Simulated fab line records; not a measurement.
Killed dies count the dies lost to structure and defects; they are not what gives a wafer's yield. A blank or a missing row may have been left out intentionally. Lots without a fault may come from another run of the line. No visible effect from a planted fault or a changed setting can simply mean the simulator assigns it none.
Chamber matching + flow nandHarc + NHARC_P_GATE_STRIP_108 on rieDiel-12 has 4 sister chambers
The step strips in O2. 8 wafers are shown with their chamber, then 8 later ones without.

WAFERS PAIRED WITH THEIR CHAMBERS
| wafer  | chamber | showerheadPlenumPTorr (Torr) | oesProductAu (a.u.) |
|--------|---------|------------------------------|---------------------|
| L424.5 | 0       | 3.73                         | 1.001               |
| L433.3 | 3       | 3.73                         | 1.006               |
| L434.5 | 0       | 3.72                         | 1.005               |
| L434.6 | 1       | 3.60                         | 0.987               |
| L439.1 | 2       | 3.38                         | 1.012               |
| L439.2 | 1       | 3.60                         | 0.979               |
| L439.3 | 3       | 3.73                         | 0.998               |
| L441.2 | 2       | 3.38                         | 1.015               |

WAFERS WHOSE CHAMBER IS MISSING
| wafer  | showerheadPlenumPTorr (Torr) | oesProductAu (a.u.) |
|--------|------------------------------|---------------------|
| L441.4 | 3.73                         | 1.016               |
| L441.5 | 3.60                         | 1.009               |
| L444.1 | 3.72                         | 0.993               |
| L444.3 | 3.72                         | 1.003               |
| L444.6 | 3.59                         | 0.994               |
| L445.1 | 3.59                         | 0.994               |
| L445.2 | 3.72                         | 0.998               |
| L445.5 | 3.72                         | 0.984               |

CHAMBER TAKEN BY EACH
| wafer  | from the rows above     | in truth |
|--------|-------------------------|----------|
| L441.4 | can't be placed: 3 or 0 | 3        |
| L441.5 | 1                       | 1        |
| L444.1 | can't be placed: 0 or 3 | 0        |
| L444.3 | can't be placed: 0 or 3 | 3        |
| L444.6 | 1                       | 1        |
| L445.1 | 1                       | 1        |
| L445.2 | can't be placed: 0 or 3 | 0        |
| L445.5 | can't be placed: 0 or 3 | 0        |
3 of 8 placed correctly. These rows do not allow placing 5 (true chamber among the candidates in 5). Placed wrongly: 0.
How it was worked out, from the rows above alone: a wafer's distance from a chamber is the root of the sum, over the readings, of the square of ((its reading less the chamber's mean) divided by the reading's scatter). The wafer belongs to the nearest chamber; if the next one is less than 2 further off, it can't be placed. The mean given for a chamber averages the wafers shown for that chamber. The scatter is the square root of a quotient: the sum, over the shown wafers, of each reading's squared deviation from its chamber's mean, divided by wafers minus chambers.
